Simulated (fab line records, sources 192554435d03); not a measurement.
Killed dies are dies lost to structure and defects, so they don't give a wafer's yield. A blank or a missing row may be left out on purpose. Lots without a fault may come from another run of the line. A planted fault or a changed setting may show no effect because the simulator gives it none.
Which tool did it? | flow n5_finfet | 11 lots, 33 wafers sampled, at 5 steps of a route of 1938

WHAT THE GAUGES READ, wafer by wafer
The record holds no reading of a measuring or inspecting step that can be judged against a usual standard deviation.

WHICH TOOL RAN EACH LOT (tool, then ch and the chambers of the sampled wafers, then the start)
lot  | N5_HKMG_FIN_ETCH_35               | N5_HKMG_FIN_STRIP_92              | N5_HKMG_FIN_ALD_91                 | N5_HKMG_FIN_STRIP_69                | N5_PASSIVATION_PROBE_49
L979 | rie_diel-02 ch 0,1, day 4 02:28   | rie_diel-02 ch 0,1, day 4 02:37   | ald_metal-03 ch 1,2,3, day 4 03:09 | plasma_asher-02 ch 0,1, day 4 05:05 | prober-01, day 12 18:19
L980 | rie_diel-06 ch 0,1,2, day 4 06:56 | rie_diel-06 ch 0,1,2, day 4 07:05 | ald_metal-04 ch 0,1,3, day 4 07:37 | plasma_asher-02 ch 0,1, day 4 09:23 | prober-02, day 12 19:50
L981 | rie_diel-06 ch 1,2,3, day 4 15:37 | rie_diel-06 ch 1,2,3, day 4 15:46 | ald_metal-03 ch 1,2, day 4 16:19   | plasma_asher-02 ch 0,1, day 4 18:20 | -
L983 | rie_diel-03 ch 0,1,2, day 5 02:34 | rie_diel-03 ch 0,1,2, day 5 02:43 | ald_metal-03 ch 0,2,3, day 5 03:15 | plasma_asher-02 ch 0,1, day 5 05:04 | -
L985 | rie_diel-03 ch 0,1,2, day 5 15:11 | rie_diel-03 ch 0,1,2, day 5 15:19 | ald_metal-03 ch 0,1,3, day 5 15:51 | plasma_asher-02 ch 0,1, day 5 17:50 | prober-01, day 13 21:07
L989 | rie_diel-02 ch 1,2, day 6 16:59   | rie_diel-02 ch 1,2, day 6 17:08   | ald_metal-03 ch 1,2, day 6 17:40   | plasma_asher-01 ch 0,1, day 6 19:40 | prober-01, day 15 03:04
L994 | rie_diel-06 ch 0,2, day 7 21:20   | rie_diel-06 ch 0,2, day 7 21:29   | ald_metal-03 ch 0,1,2, day 7 22:01 | plasma_asher-02 ch 0,1, day 7 23:48 | prober-01, day 16 13:43
L997 | rie_diel-06 ch 0,3, day 8 13:31   | rie_diel-06 ch 0,3, day 8 13:40   | ald_metal-01 ch 0,1,3, day 8 14:11 | plasma_asher-02 ch 0,1, day 8 16:05 | prober-02, day 17 13:59
L998 | rie_diel-06 ch 0,1,3, day 8 21:41 | rie_diel-06 ch 0,1,3, day 8 21:50 | ald_metal-01 ch 0,3, day 8 22:22   | plasma_asher-01 ch 0,1, day 9 00:09 | prober-01, day 17 15:24
L100 | rie_diel-02 ch 1,2,3, day 9 08:24 | rie_diel-02 ch 1,2,3, day 9 08:33 | ald_metal-01 ch 0,3, day 9 09:05   | plasma_asher-01 ch 0,1, day 9 11:11 | prober-01, day 17 14:08
L102 | rie_diel-03 ch 0,3, day 9 21:17   | rie_diel-03 ch 0,3, day 9 21:26   | ald_metal-01 ch 0,1,3, day 9 22:03 | plasma_asher-02 ch 0,1, day 9 23:49 | -
- N5_HKMG_FIN_ETCH_35: etches SOC in N2/H2, target depth 215.8 nm, time 243.4 s.
- N5_HKMG_FIN_STRIP_92: strips SOC in N2/H2, time 20 s.
- N5_HKMG_FIN_ALD_91: deposits TiN, target thk 1 nm, pulse time 1 s, purge time 3 s.
- N5_HKMG_FIN_STRIP_69: strips in N2/H2, time 360 s.
- N5_PASSIVATION_PROBE_49

WHAT THE TOOLS THEMSELVES READ (means of the sampled wafers that have a number; where no wafer has one, the mark that the record gives instead)
N5_HKMG_FIN_ETCH_35. Usual: drypump_motor_current_A 5.7 A, standard deviation 0.3; n2_flow_sccm 200.0 sccm, standard deviation 0.57; oes_product_au 0.75 a.u., standard deviation 0.053; rf_vpp_V 141.6 V, standard deviation 1; showerhead_plenum_p_Torr 2.55 Torr, standard deviation 0.087; throttle_valve_pct 17.95 %, standard deviation 0.21.
lot  | tool        | drypump_motor_current_A (A) | n2_flow_sccm (sccm) | oes_product_au (a.u.) | rf_vpp_V (V) | showerhead_plenum_p_Torr (Torr) | throttle_valve_pct (%) | flag
L979 | rie_diel-02 | 5.7                         | 199.8               | 0.72                  | 142.3        | 2.56                            | 17.82                  |
L980 | rie_diel-06 | 5.8                         | 199.9               | 0.76                  | 141.7        | 2.54                            | 18.07                  |
L981 | rie_diel-06 | 5.6                         | 200.8               | 0.75                  | 141.1        | 2.46                            | 17.94                  |
L983 | rie_diel-03 | 5.6                         | 200.0               | 0.75                  | 141.3        | 2.54                            | 17.91                  |
L985 | rie_diel-03 | 5.6                         | 199.7               | 0.75                  | 141.3        | 2.54                            | 17.91                  |
L989 | rie_diel-02 | 5.7                         | 199.5               | 0.73                  | 142.2        | 2.59                            | 18.04                  |
L994 | rie_diel-06 | 6.1                         | 200.3               | 0.72                  | 141.6        | 2.48                            | 18.08                  |
L997 | rie_diel-06 | 5.6                         | 200.1               | 0.74                  | 140.9        | 2.58                            | 17.90                  |
L998 | rie_diel-06 | 5.5                         | 200.6               | 0.74                  | 141.9        | 2.53                            | 17.97                  |
L100 | rie_diel-02 | 5.6                         | 199.4               | 0.73                  | 141.6        | 2.55                            | 18.11                  |
L102 | rie_diel-03 | 5.8                         | 199.3               | 0.81                  | 141.8        | 2.61                            | 17.91                  |

N5_HKMG_FIN_STRIP_92. Usual: drypump_motor_current_A 5.7 A, standard deviation 0.3; n2_flow_sccm 300.1 sccm, standard deviation 0.87; oes_product_au 0.75 a.u., standard deviation 0.055; rf_vpp_V 54.2 V, standard deviation 0.89; showerhead_plenum_p_Torr 3.37 Torr, standard deviation 0.11; throttle_valve_pct 19.22 %, standard deviation 0.3.
lot  | tool        | drypump_motor_current_A (A) | n2_flow_sccm (sccm) | oes_product_au (a.u.) | rf_vpp_V (V) | showerhead_plenum_p_Torr (Torr) | throttle_valve_pct (%) | flag
L979 | rie_diel-02 | 5.7                         | 300.0               | 0.71                  | 54.5         | 3.38                            | 18.97                  |
L980 | rie_diel-06 | 5.8                         | 300.0               | 0.75                  | 54.6         | 3.36                            | 19.20                  |
L981 | rie_diel-06 | 5.7                         | 299.9               | 0.74                  | 53.7         | 3.26                            | 19.10                  |
L983 | rie_diel-03 | 5.7                         | 299.6               | 0.76                  | 55.0         | 3.36                            | 19.39                  |
L985 | rie_diel-03 | 5.7                         | 300.8               | 0.75                  | 54.8         | 3.36                            | 19.39                  |
L989 | rie_diel-02 | 5.7                         | 299.6               | 0.73                  | 53.4         | 3.43                            | 19.37                  |
L994 | rie_diel-06 | 6.1                         | 300.3               | 0.72                  | 53.9         | 3.29                            | 19.15                  |
L997 | rie_diel-06 | 5.6                         | 299.5               | 0.74                  | 54.6         | 3.40                            | 19.08                  |
L998 | rie_diel-06 | 5.5                         | 300.4               | 0.72                  | 53.8         | 3.35                            | 19.17                  |
L100 | rie_diel-02 | 5.6                         | 299.1               | 0.73                  | 54.9         | 3.36                            | 19.35                  |
L102 | rie_diel-03 | 5.8                         | 300.3               | 0.82                  | 53.2         | 3.44                            | 19.36                  |

N5_HKMG_FIN_ALD_91. Usual: heater_power_w 864 W, standard deviation 90; precursor_pulse_height_rel 1.002, standard deviation 0.02.
lot  | tool         | heater_power_w (W) | precursor_pulse_height_rel | flag
L979 | ald_metal-03 | 824                | 1.007                      |
L980 | ald_metal-04 | 907                | 1.017                      |
L981 | ald_metal-03 | 791                | 1.016                      |
L983 | ald_metal-03 | 824                | 1.011                      |
L985 | ald_metal-03 | 885                | 1.009                      |
L989 | ald_metal-03 | 728                | 0.992                      |
L994 | ald_metal-03 | 786                | 1.006                      |
L997 | ald_metal-01 | 884                | 0.998                      |
L998 | ald_metal-01 | 858                | 1.012                      |
L100 | ald_metal-01 | 899                | 1.020                      |
L102 | ald_metal-01 | 875                | 1.012                      |

N5_HKMG_FIN_STRIP_69. Usual: drypump_motor_current_A 5.7 A, standard deviation 0.52; heater_power_w 492 W, standard deviation 13; n2_flow_sccm 1749 sccm, standard deviation 4.6.
lot  | tool            | drypump_motor_current_A (A) | heater_power_w (W) | n2_flow_sccm (sccm) | flag
L979 | plasma_asher-02 | 5.2                         | 503                | 1749                |
L980 | plasma_asher-02 | 5.2                         | 499                | 1748                |
L981 | plasma_asher-02 | 5.2                         | 500                | 1755                |
L983 | plasma_asher-02 | 5.2                         | 501                | 1753                |
L985 | plasma_asher-02 | 5.2                         | 505                | 1749                |
L989 | plasma_asher-01 | 6.1                         | 486                | 1752                |
L994 | plasma_asher-02 | 5.2                         | 505                | 1745                |
L997 | plasma_asher-02 | 5.2                         | 501                | 1751                |
L998 | plasma_asher-01 | 6.1                         | 490                | 1752                |
L100 | plasma_asher-01 | 6.3                         | 481                | 1751                |
L102 | plasma_asher-02 | 5.2                         | 504                | 1747                |

N5_PASSIVATION_PROBE_49. Usual: killed_at_M0_to_M3 34, standard deviation 12; killed_at_M4_up 12, standard deviation 4.9; killed_at_contacts 13, standard deviation 7.2; killed_at_front_end 39, standard deviation 12; killed_at_other 3.7, standard deviation 2.9; killed_dies 101, standard deviation 18; killed_open 67, standard deviation 14; killed_short 33, standard deviation 7.2.
lot  | tool      | killed_at_M0_to_M3 | killed_at_M4_up | killed_at_contacts | killed_at_front_end | killed_at_other | killed_dies | killed_open | killed_short | flag
L979 | prober-01 | 43                 | 9               | 11                 | 35                  | 1.3             | 99          | 64          | 34           |
L980 | prober-02 | 33                 | 11              | 14                 | 55                  | 2.3             | 116         | 82          | 34           |
L985 | prober-01 | 40                 | 10              | 9                  | 44                  | 2.3             | 104         | 66          | 39           |
L989 | prober-01 | 33                 | 11              | 13                 | 63                  | 5.3             | 126         | 78          | 44           |
L994 | prober-01 | 33                 | 13              | 10                 | 43                  | 3.3             | 102         | 63          | 40           |
L997 | prober-02 | 30                 | 10              | 16                 | 32                  | 7.3             | 95          | 64          | 29           |
L998 | prober-01 | 32                 | 16              | 3                  | 33                  | 3.7             | 87          | 52          | 33           |
L100 | prober-01 | 36                 | 15              | 18                 | 64                  | 0.7             | 133         | 90          | 43           |

THE ANSWER, worked out from the rows above alone
Rule: a lot is off if the mean of its wafers that have a number lies more than 3 standard deviations from the usual mean. A lot without any number at a reading at which 4 lots or more have one is off too. The other lots that the step has rows for count as sound. The gauges are gone through in route order, then the tools' own readings, and for those a lot's mean is taken as printed above. The first step at which some lot is off is used, and at that step the reading that is off furthest; a lot without a number counts as furthest.
No lot is off at any reading shown: from this, nothing can be told.

WHAT THE SIMULATOR HAD PUT IN
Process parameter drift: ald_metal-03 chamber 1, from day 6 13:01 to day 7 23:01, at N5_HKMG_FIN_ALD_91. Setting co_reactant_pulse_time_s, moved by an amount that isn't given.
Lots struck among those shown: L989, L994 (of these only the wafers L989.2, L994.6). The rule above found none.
